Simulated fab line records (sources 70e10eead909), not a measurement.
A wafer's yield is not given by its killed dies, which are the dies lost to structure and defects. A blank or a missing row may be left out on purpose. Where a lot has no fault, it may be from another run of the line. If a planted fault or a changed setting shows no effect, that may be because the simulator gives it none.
Matching of chambers	flow nand_harc	3 sister chambers for NHARC_A_SGD_CUT_DEP_00 on pecvd-04
The step deposits SiNx, target thk 50 nm. 3 wafers are shown with their chamber, then 9 later ones without.

== WAFERS PAIRED WITH THEIR CHAMBERS ==
wafer	chamber	heater_power_w (W)
L579.2	2	822
L579.4	0	772
L579.5	1	754

== WAFERS WHOSE CHAMBER IS MISSING ==
wafer	heater_power_w (W)
L578.2	633
L578.3	727
L578.4	720
L583.2	759
L583.3	702
L583.4	765
L594.1	761
L594.3	592
L594.4	598

== WHICH CHAMBER EACH WENT THROUGH ==
wafer	from the rows above	in truth
L578.2	can't be placed: 1 or 0 or 2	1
L578.3	can't be placed: 1 or 0 or 2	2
L578.4	can't be placed: 1 or 0 or 2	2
L583.2	can't be placed: 1 or 0 or 2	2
L583.3	can't be placed: 1 or 0 or 2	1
L583.4	can't be placed: 0 or 1 or 2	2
L594.1	can't be placed: 1 or 0 or 2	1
L594.3	can't be placed: 1 or 0 or 2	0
L594.4	can't be placed: 1 or 0 or 2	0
Correct placement for 0 of the 9. From these rows, 9 cannot be placed; in 9 the true chamber is one of the candidates. 0 placed wrongly.
How it was worked out, from the rows above alone: a wafer's distance from a chamber is the root of the sum, over the readings, of the square of ((its reading less the chamber's mean) divided by the reading's scatter). If the next closest chamber is less than 2 further off than the closest, the wafer can't be placed; otherwise it belongs to the closest. The mean given for a chamber averages the wafers shown for that chamber. The scatter: with one shown wafer a chamber, the root of the mean of the squares of how far each hidden wafer lies from its nearest shown one.
